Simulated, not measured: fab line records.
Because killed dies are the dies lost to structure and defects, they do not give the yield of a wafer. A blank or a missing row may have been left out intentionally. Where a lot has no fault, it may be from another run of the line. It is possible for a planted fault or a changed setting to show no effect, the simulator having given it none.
Which tool was responsible? / flow n5Finfet / 8 lots, 24 wafers sampled, at 6 steps of a route of 1938

== WHAT EACH GAUGE READ, for each wafer ==
N5_BEOL_M3_OCD_MEAS_38.
lot=L106; measured=day 7 21:01; on=ocd-01; trenchDepthNm (nm)=55.5 55.0 54.0
lot=L107; measured=day 7 21:03; on=ocd-02; trenchDepthNm (nm)=55.3 55.1 55.1
lot=L110; measured=day 8 23:04; on=ocd-01; trenchDepthNm (nm)=56.7 56.8 55.0
lot=L116; measured=day 10 12:30; on=ocd-01; trenchDepthNm (nm)=56.9 55.2 55.4
lot=L118; measured=day 10 13:58; on=ocd-02; trenchDepthNm (nm)=54.6 69.9 54.0
lot=L121; measured=day 11 15:46; on=ocd-01; trenchDepthNm (nm)=54.4 55.6 56.5
lot=L125; measured=day 12 07:19; on=ocd-02; trenchDepthNm (nm)=56.3 55.3 54.7
lot=L127; measured=day 12 23:28; on=ocd-02; trenchDepthNm (nm)=56.5 55.1 55.4

N5_BEOL_M4_RC_MEAS_101.
lot=L106; measured=day 8 12:26; on=prober-02; DIBL_N (mV/V)=35.8 36.0 35.8; DIBL_P (mV/V)=37.5 37.2 36.9; IOFF_N (nA/um)=0.165 0.168 0.166; IOFF_P (nA/um)=0.224 0.219 0.208; ION_N (uA/um)=677 682 687; ION_P (uA/um)=471 467 467; SS_N (mV/dec)=71.8 71.8 70.9; SS_P (mV/dec)=73.8 73.6 73.2; VT_N (mV)=249.6 247.4 248.3; VT_P (mV)=-249.5 -249.8 -250.5
lot=L107; measured=day 8 15:07; on=prober-01; DIBL_N (mV/V)=36.4 34.1 35.7; DIBL_P (mV/V)=36.9 34.1 35.4; IOFF_N (nA/um)=0.153 0.111 0.134; IOFF_P (nA/um)=0.173 0.145 0.160; ION_N (uA/um)=671 657 656; ION_P (uA/um)=455 440 447; SS_N (mV/dec)=71.8 70.8 71.7; SS_P (mV/dec)=73.3 72.7 73.6; VT_N (mV)=248.6 256.2 252.8; VT_P (mV)=-253.4 -257.7 -254.4
lot=L110; measured=day 9 12:56; on=prober-01; DIBL_N (mV/V)=37.0 37.1 35.8; DIBL_P (mV/V)=38.9 39.1 37.2; IOFF_N (nA/um)=0.179 0.171 0.159; IOFF_P (nA/um)=0.242 0.249 0.212; ION_N (uA/um)=677 676 677; ION_P (uA/um)=462 464 466; SS_N (mV/dec)=72.6 72.4 71.5; SS_P (mV/dec)=72.9 73.9 73.1; VT_N (mV)=247.9 250.5 251.4; VT_P (mV)=-251.3 -248.7 -248.6
lot=L116; measured=day 11 01:11; on=prober-01; DIBL_N (mV/V)=35.4 33.9 36.6; DIBL_P (mV/V)=35.4 34.3 37.4; IOFF_N (nA/um)=0.137 0.121 0.166; IOFF_P (nA/um)=0.176 0.169 0.209; ION_N (uA/um)=668 661 668; ION_P (uA/um)=456 455 452; SS_N (mV/dec)=70.9 70.4 71.3; SS_P (mV/dec)=72.5 73.0 73.3; VT_N (mV)=254.7 255.1 247.1; VT_P (mV)=-254.9 -252.1 -252.9
lot=L118; measured=day 11 03:19; on=prober-01; DIBL_N (mV/V)=37.4 37.2 37.9; DIBL_P (mV/V)=38.4 38.6 38.8; IOFF_N (nA/um)=0.186 0.181 0.203; IOFF_P (nA/um)=0.244 0.239 0.244; ION_N (uA/um)=676 677 679; ION_P (uA/um)=466 464 458; SS_N (mV/dec)=71.7 71.7 72.0; SS_P (mV/dec)=73.3 73.4 73.5; VT_N (mV)=248.0 249.7 248.6; VT_P (mV)=-251.3 -250.6 -246.8
lot=L121; measured=day 12 08:25; on=prober-01; DIBL_N (mV/V)=37.9 36.9 38.5; DIBL_P (mV/V)=38.7 37.5 39.4; IOFF_N (nA/um)=0.222 0.207 0.247; IOFF_P (nA/um)=0.244 0.225 0.256; ION_N (uA/um)=696 697 703; ION_P (uA/um)=468 468 469; SS_N (mV/dec)=72.3 71.7 71.3; SS_P (mV/dec)=73.6 74.4 74.2; VT_N (mV)=246.7 245.8 242.5; VT_P (mV)=-248.5 -249.9 -246.1
lot=L125; measured=day 13 03:38; on=prober-02; DIBL_N (mV/V)=35.1 34.7 35.5; DIBL_P (mV/V)=34.9 34.4 35.5; IOFF_N (nA/um)=0.159 0.146 0.157; IOFF_P (nA/um)=0.175 0.169 0.187; ION_N (uA/um)=681 674 667; ION_P (uA/um)=458 457 455; SS_N (mV/dec)=71.7 71.1 71.8; SS_P (mV/dec)=73.1 73.1 72.9; VT_N (mV)=250.2 249.3 249.2; VT_P (mV)=-254.8 -252.5 -254.0
lot=L127; measured=day 13 15:23; on=prober-02; DIBL_N (mV/V)=37.4 36.6 37.8; DIBL_P (mV/V)=37.1 36.1 36.8; IOFF_N (nA/um)=0.184 0.164 0.174; IOFF_P (nA/um)=0.225 0.212 0.218; ION_N (uA/um)=675 674 678; ION_P (uA/um)=464 457 459; SS_N (mV/dec)=71.4 71.6 71.2; SS_P (mV/dec)=73.8 73.7 74.1; VT_N (mV)=246.9 251.0 249.6; VT_P (mV)=-250.5 -251.4 -249.9

== WHICH TOOL RAN EACH LOT (tool, then ch and the chambers of the sampled wafers, then the start) ==
lot=L106; N5_BEOL_M3_STRIP_66=rieDiel-05 ch 1,2, day 7 15:50; N5_BEOL_M3_STRIP_19=rieDiel-06 ch 0,1,2, day 7 16:05; N5_BEOL_M3_TRENCH_ETCH_37=rieDiel-03 ch 0,1,3, day 7 20:52; N5_BEOL_M3_SPUTTER_79=pvdSputter-01, day 7 22:11
lot=L107; N5_BEOL_M3_STRIP_66=rieDiel-05 ch 1,2, day 7 16:58; N5_BEOL_M3_STRIP_19=rieDiel-03 ch 0,3, day 7 17:13; N5_BEOL_M3_TRENCH_ETCH_37=rieDiel-05 ch 0,1,3, day 7 20:53; N5_BEOL_M3_SPUTTER_79=pvdSputter-02, day 7 23:23
lot=L110; N5_BEOL_M3_STRIP_66=rieDiel-03 ch 0,1,2, day 8 17:51; N5_BEOL_M3_STRIP_19=rieDiel-05 ch 0,1,3, day 8 18:01; N5_BEOL_M3_TRENCH_ETCH_37=rieDiel-06 ch 1,2,3, day 8 22:55; N5_BEOL_M3_SPUTTER_79=pvdSputter-03, day 9 00:33
lot=L116; N5_BEOL_M3_STRIP_66=rieDiel-05 ch 0,1, day 10 05:02; N5_BEOL_M3_STRIP_19=rieDiel-06 ch 0,1,3, day 10 05:15; N5_BEOL_M3_TRENCH_ETCH_37=rieDiel-05 ch 0,1,3, day 10 12:21; N5_BEOL_M3_SPUTTER_79=pvdSputter-03, day 10 14:05
lot=L118; N5_BEOL_M3_STRIP_66=rieDiel-06 ch 0,1,2, day 10 06:25; N5_BEOL_M3_STRIP_19=rieDiel-03 ch 0,1,2, day 10 06:34; N5_BEOL_M3_TRENCH_ETCH_37=rieDiel-03 ch 0,1,2, day 10 13:49; N5_BEOL_M3_SPUTTER_79=pvdSputter-03, day 10 16:05
lot=L121; N5_BEOL_M3_STRIP_66=rieDiel-06 ch 0,2, day 11 09:28; N5_BEOL_M3_STRIP_19=rieDiel-06 ch 0,1, day 11 09:38; N5_BEOL_M3_TRENCH_ETCH_37=rieDiel-06 ch 2,3, day 11 15:37; N5_BEOL_M3_SPUTTER_79=pvdSputter-01, day 11 18:08
lot=L125; N5_BEOL_M3_STRIP_66=rieDiel-06 ch 0,1,2, day 12 05:07; N5_BEOL_M3_STRIP_19=rieDiel-06 ch 1,3, day 12 05:17; N5_BEOL_M3_TRENCH_ETCH_37=rieDiel-05 ch 1,2,3, day 12 07:10; N5_BEOL_M3_SPUTTER_79=pvdSputter-03, day 12 09:10
lot=L127; N5_BEOL_M3_STRIP_66=rieDiel-03 ch 0,1,2, day 12 18:04; N5_BEOL_M3_STRIP_19=rieDiel-05 ch 1,2, day 12 18:22; N5_BEOL_M3_TRENCH_ETCH_37=rieDiel-06 ch 0,2, day 12 23:19; N5_BEOL_M3_SPUTTER_79=pvdSputter-02, day 13 00:47
- N5_BEOL_M3_STRIP_66: strips in CF4.
- N5_BEOL_M3_STRIP_19: strips in O2.
- N5_BEOL_M3_TRENCH_ETCH_37: etches SiOC in C4F6/O2, target depth 55.555 nm, time 29.2 s.
- N5_BEOL_M3_SPUTTER_79: material Cu, target thk 4.5 nm, time 8.29 s.

== AS READ BY THE TOOLS THEMSELVES (means over the sampled wafers that have a number; for cases with no such wafer, the mark the record gives instead) ==
N5_BEOL_M3_STRIP_66.
lot=L106; tool=rieDiel-05; drypumpMotorCurrentA (A)=5.7; oesProductAu (a.u.)=0.69; rfVppV (V)=269.5; showerheadPlenumPTorr (Torr)=1.72; throttleValvePct (%)=13.99
lot=L107; tool=rieDiel-05; drypumpMotorCurrentA (A)=5.9; oesProductAu (a.u.)=0.69; rfVppV (V)=269.9; showerheadPlenumPTorr (Torr)=1.75; throttleValvePct (%)=13.97
lot=L110; tool=rieDiel-03; drypumpMotorCurrentA (A)=5.1; oesProductAu (a.u.)=0.79; rfVppV (V)=271.1; showerheadPlenumPTorr (Torr)=1.82; throttleValvePct (%)=13.45
lot=L116; tool=rieDiel-05; drypumpMotorCurrentA (A)=5.4; oesProductAu (a.u.)=0.81; rfVppV (V)=272.0; showerheadPlenumPTorr (Torr)=1.83; throttleValvePct (%)=13.45
lot=L118; tool=rieDiel-06; drypumpMotorCurrentA (A)=5.5; oesProductAu (a.u.)=0.77; rfVppV (V)=269.6; showerheadPlenumPTorr (Torr)=1.76; throttleValvePct (%)=13.80
lot=L121; tool=rieDiel-06; drypumpMotorCurrentA (A)=5.6; oesProductAu (a.u.)=0.73; rfVppV (V)=270.1; showerheadPlenumPTorr (Torr)=1.73; throttleValvePct (%)=13.93
lot=L125; tool=rieDiel-06; drypumpMotorCurrentA (A)=5.5; oesProductAu (a.u.)=0.76; rfVppV (V)=270.0; showerheadPlenumPTorr (Torr)=1.76; throttleValvePct (%)=13.83
lot=L127; tool=rieDiel-03; drypumpMotorCurrentA (A)=5.1; oesProductAu (a.u.)=0.75; rfVppV (V)=271.2; showerheadPlenumPTorr (Torr)=1.81; throttleValvePct (%)=13.51

N5_BEOL_M3_STRIP_19.
lot=L106; tool=rieDiel-06; drypumpMotorCurrentA (A)=5.5; oesProductAu (a.u.)=0.80; rfVppV (V)=3.4; showerheadPlenumPTorr (Torr)=2.06; throttleValvePct (%)=16.84
lot=L107; tool=rieDiel-03; drypumpMotorCurrentA (A)=5.2; oesProductAu (a.u.)=0.76; rfVppV (V)=3.5; showerheadPlenumPTorr (Torr)=2.15; throttleValvePct (%)=16.61
lot=L110; tool=rieDiel-05; drypumpMotorCurrentA (A)=5.4; oesProductAu (a.u.)=0.74; rfVppV (V)=3.9; showerheadPlenumPTorr (Torr)=2.08; throttleValvePct (%)=16.72
lot=L116; tool=rieDiel-06; drypumpMotorCurrentA (A)=5.9; oesProductAu (a.u.)=0.82; rfVppV (V)=3.8; showerheadPlenumPTorr (Torr)=2.09; throttleValvePct (%)=16.68
lot=L118; tool=rieDiel-03; drypumpMotorCurrentA (A)=5.1; oesProductAu (a.u.)=0.78; rfVppV (V)=3.9; showerheadPlenumPTorr (Torr)=2.13; throttleValvePct (%)=16.52
lot=L121; tool=rieDiel-06; drypumpMotorCurrentA (A)=5.5; oesProductAu (a.u.)=0.78; rfVppV (V)=3.7; showerheadPlenumPTorr (Torr)=2.05; throttleValvePct (%)=16.85
lot=L125; tool=rieDiel-06; drypumpMotorCurrentA (A)=5.8; oesProductAu (a.u.)=0.84; rfVppV (V)=3.4; showerheadPlenumPTorr (Torr)=2.12; throttleValvePct (%)=16.65
lot=L127; tool=rieDiel-05; drypumpMotorCurrentA (A)=5.7; oesProductAu (a.u.)=0.91; rfVppV (V)=3.8; showerheadPlenumPTorr (Torr)=2.17; throttleValvePct (%)=16.64

N5_BEOL_M3_TRENCH_ETCH_37.
lot=L106; tool=rieDiel-03; drypumpMotorCurrentA (A)=5.2; mfcArSccm (sccm)=300.5; oes_f_703_au (a.u.)=0.76; oesProductAu (a.u.)=0.76; rfVppV (V)=665; showerheadPlenumPTorr (Torr)=2.92; throttleValvePct (%)=20.81
lot=L107; tool=rieDiel-05; drypumpMotorCurrentA (A)=5.4; mfcArSccm (sccm)=300.3; oes_f_703_au (a.u.)=0.73; oesProductAu (a.u.)=0.73; rfVppV (V)=663; showerheadPlenumPTorr (Torr)=2.84; throttleValvePct (%)=20.91
lot=L110; tool=rieDiel-06; drypumpMotorCurrentA (A)=5.9; mfcArSccm (sccm)=300.1; oes_f_703_au (a.u.)=0.82; oesProductAu (a.u.)=0.83; rfVppV (V)=671; showerheadPlenumPTorr (Torr)=2.85; throttleValvePct (%)=20.95
lot=L116; tool=rieDiel-05; drypumpMotorCurrentA (A)=5.4; mfcArSccm (sccm)=300.9; oes_f_703_au (a.u.)=0.80; oesProductAu (a.u.)=0.81; rfVppV (V)=666; showerheadPlenumPTorr (Torr)=2.94; throttleValvePct (%)=20.82
lot=L118; tool=rieDiel-03; drypumpMotorCurrentA (A)=5.1; mfcArSccm (sccm)=299.6; oes_f_703_au (a.u.)=0.77; oesProductAu (a.u.)=0.81; rfVppV (V)=668; showerheadPlenumPTorr (Torr)=2.89; throttleValvePct (%)=20.74
lot=L121; tool=rieDiel-06; drypumpMotorCurrentA (A)=6.4; mfcArSccm (sccm)=299.2; oes_f_703_au (a.u.)=0.79; oesProductAu (a.u.)=0.80; rfVppV (V)=671; showerheadPlenumPTorr (Torr)=2.84; throttleValvePct (%)=20.92
lot=L125; tool=rieDiel-05; drypumpMotorCurrentA (A)=5.7; mfcArSccm (sccm)=299.4; oes_f_703_au (a.u.)=0.84; oesProductAu (a.u.)=0.85; rfVppV (V)=667; showerheadPlenumPTorr (Torr)=2.92; throttleValvePct (%)=20.89
lot=L127; tool=rieDiel-06; drypumpMotorCurrentA (A)=5.6; mfcArSccm (sccm)=298.8; oes_f_703_au (a.u.)=0.71; oesProductAu (a.u.)=0.73; rfVppV (V)=663; showerheadPlenumPTorr (Torr)=2.73; throttleValvePct (%)=21.24

N5_BEOL_M3_SPUTTER_79.
lot=L106; tool=pvdSputter-01; chuckGasFlowSccm (sccm)=1.24; substrateTempC (C)=-20.05; throttleValvePct (%)=30.2
lot=L107; tool=pvdSputter-02; chuckGasFlowSccm (sccm)=1.25; substrateTempC (C)=-20.03; throttleValvePct (%)=29.4
lot=L110; tool=pvdSputter-03; chuckGasFlowSccm (sccm)=1.24; substrateTempC (C)=-19.91; throttleValvePct (%)=30.0
lot=L116; tool=pvdSputter-03; chuckGasFlowSccm (sccm)=1.29; substrateTempC (C)=-20.13; throttleValvePct (%)=29.6
lot=L118; tool=pvdSputter-03; chuckGasFlowSccm (sccm)=1.27; substrateTempC (C)=-20.01; throttleValvePct (%)=29.5
lot=L121; tool=pvdSputter-01; chuckGasFlowSccm (sccm)=1.29; substrateTempC (C)=-20.13; throttleValvePct (%)=30.5
lot=L125; tool=pvdSputter-03; chuckGasFlowSccm (sccm)=1.28; substrateTempC (C)=-20.09; throttleValvePct (%)=29.2
lot=L127; tool=pvdSputter-02; chuckGasFlowSccm (sccm)=1.28; substrateTempC (C)=-19.86; throttleValvePct (%)=29.2

== THE ANSWER, worked out from the rows above alone ==
Rule: the lots themselves supply what counts as usual. The widest of any qualifying gaps counts: lots, ordered by their means at a reading, are off when they make up no more than a third of the lots, leave a main group of 4 or more, and stand apart from it by 3 or more times the standard deviation of that group's means. A main group is skipped when, at the precision printed for the reading in the tables above, its means are all equal. Also off: a lot with no number at a reading for which 4 or more lots have one. The other lots that the step has rows for count as sound. After the gauges, taken in route order, come the tools' own readings; for these a lot's mean is taken, as printed above. At the first step where some lot is off, the reading lying furthest off is the one used; lots without a number count as furthest.
Off, at N5_BEOL_M3_OCD_MEAS_38 on trenchDepthNm: L118. The main group: mean 55.5 nm, standard deviation 0.4.
A tool fits if, at a process step before that reading, it ran every lot that is off, and no sound lot after the first of them. The gauges at N5_BEOL_M3_OCD_MEAS_38 are tried like those tools. One fits: N5_BEOL_M3_STRIP_19 and N5_BEOL_M3_TRENCH_ETCH_37 on rieDiel-03. At N5_BEOL_M3_STRIP_19 its last sound lot is L107 (day 7 17:13), its first lot that is off L118 (day 10 06:34): a fault that began between those two fits.

== WHAT THE SIMULATOR PUT IN ==
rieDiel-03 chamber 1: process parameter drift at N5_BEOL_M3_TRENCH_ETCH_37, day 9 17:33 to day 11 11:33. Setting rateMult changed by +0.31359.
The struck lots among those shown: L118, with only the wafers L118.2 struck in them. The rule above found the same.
